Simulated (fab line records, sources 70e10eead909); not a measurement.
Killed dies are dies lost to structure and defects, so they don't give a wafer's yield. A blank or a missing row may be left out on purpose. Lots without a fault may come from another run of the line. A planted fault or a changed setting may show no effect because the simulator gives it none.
Chamber matching | flow nand_harc | NHARC_P_BONDPAD_CMP_19 on cmp-04: 4 sister chambers
The step polishes, t overpolish 30 s, cu recess touch 16 s, target thk 160.81 nm. 4 wafers are shown with their chamber, then 7 later ones without.

WAFERS WITH THEIR CHAMBER
wafer  | chamber | motor_current_A (A)
L160.4 | 1       | 13.1
L161.4 | 3       | 13.1
L162.2 | 2       | 10.1
L162.5 | 0       | 12.0

WAFERS WITHOUT THEIR CHAMBER
wafer  | motor_current_A (A)
L162.6 | 13.0
L163.2 | 12.7
L163.3 | 13.3
L163.4 | 12.0
L173.1 | 10.0
L173.3 | 12.0
L173.6 | 10.2

WHICH CHAMBER EACH WENT THROUGH
wafer  | from the rows above          | in truth
L162.6 | can't be placed: 1 or 3      | 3
L163.2 | can't be placed: 1 or 3 or 0 | 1
L163.3 | can't be placed: 1 or 3      | 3
L163.4 | 0                            | 0
L173.1 | 2                            | 2
L173.3 | 0                            | 0
L173.6 | 2                            | 2
Placed correctly: 4 of 7. Can't be placed from these rows: 3 (the true chamber is among the candidates in 3). Placed wrongly: 0.
How it was worked out, from the rows above alone: a wafer's distance from a chamber is the root of the sum, over the readings, of the square of ((its reading less the chamber's mean) divided by the reading's scatter). The wafer belongs to the nearest chamber; if the next one is less than 2 further off, it can't be placed. A chamber's mean is the mean of its shown wafers. The scatter: with one shown wafer a chamber, the root of the mean of the squares of how far each hidden wafer lies from its nearest shown one.
